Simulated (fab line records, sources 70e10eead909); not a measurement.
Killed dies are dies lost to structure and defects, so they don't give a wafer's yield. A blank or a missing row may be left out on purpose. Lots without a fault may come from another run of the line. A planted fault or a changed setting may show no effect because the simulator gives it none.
Which tool did it? | flow nand_harc | 6 lots, 17 wafers sampled, at 5 steps of a route of 1302

WHAT THE GAUGES READ, wafer by wafer
NHARC_END_SORT_01.
lot  | measured     | on        | killed_at_array
L979 | day 30 12:23 | prober-01 | 21 406 396
L980 | day 31 07:17 | prober-01 | 52 375

WHICH TOOL RAN EACH LOT (tool, then ch and the chambers of the sampled wafers, then the start)
lot  | NHARC_A_CONTACT_DEP_29          | NHARC_THIN_TSV_ETCH_44             | NHARC_THIN_TSV_DESCUM_35           | NHARC_THIN_TSV_ETCH_59
L968 | pecvd-02 ch 1,2, day 22 04:29   | rie_diel-01 ch 1,2,3, day 24 16:29 | rie_diel-01 ch 0,2,3, day 24 22:16 | rie_metal-01 ch 0,1, day 24 22:22
L971 | pecvd-04 ch 0,1,2, day 24 03:04 | rie_diel-01 ch 1,3, day 26 12:46   | rie_diel-01 ch 1,3, day 26 18:22   | rie_metal-03 ch 0,1, day 26 18:29
L972 | pecvd-01 ch 0,1, day 24 16:49   | rie_diel-01 ch 0,2,3, day 26 22:11 | rie_diel-07 ch 0,2, day 27 03:46   | rie_metal-03 ch 0,1, day 27 03:59
L977 | pecvd-02 ch 1,2, day 26 05:58   | rie_diel-07 ch 0,1,2, day 28 14:41 | rie_diel-07 ch 0,1, day 28 20:25   | rie_metal-01 ch 0,1, day 28 20:32
L979 | pecvd-02 ch 0,1,2, day 27 12:08 | rie_diel-07 ch 0, day 29 19:22     | rie_diel-02 ch 3, day 30 01:01     | rie_metal-02 ch 0, day 30 01:11
L980 | pecvd-02 ch 0,2, day 28 01:59   | rie_diel-01 ch 3, day 30 14:22     | rie_diel-01 ch 1,3, day 30 20:01   | rie_metal-02 ch 1, day 30 20:14
- NHARC_A_CONTACT_DEP_29: deposits SiON, target thk 100 nm.
- NHARC_THIN_TSV_ETCH_44: etches the open film in CF4/O2, target depth 1594.2 nm, time 797.1 s.
- NHARC_THIN_TSV_DESCUM_35: chemistry O2, time 3 s.
- NHARC_THIN_TSV_ETCH_59: etches the open film in Cl2/BCl3, target depth 880 nm, time 138.1 s.

THE ANSWER, worked out from the rows above alone
Rule: what is usual is taken from the lots themselves. Put in order of their means at a reading, lots are off if they are a third of the lots or fewer, leave a main group of 4 or more, and stand apart from it by a gap of 3 or more times the standard deviation of the main group's means; of several such gaps the widest counts. A main group whose means are all the same, to the digits that the tables above print for the reading, isn't used. A lot without any number at a reading at which 4 lots or more have one is off too. The other lots that the step has rows for count as sound.
No lot is off at any reading shown: from this, nothing can be told.

WHAT THE SIMULATOR HAD PUT IN
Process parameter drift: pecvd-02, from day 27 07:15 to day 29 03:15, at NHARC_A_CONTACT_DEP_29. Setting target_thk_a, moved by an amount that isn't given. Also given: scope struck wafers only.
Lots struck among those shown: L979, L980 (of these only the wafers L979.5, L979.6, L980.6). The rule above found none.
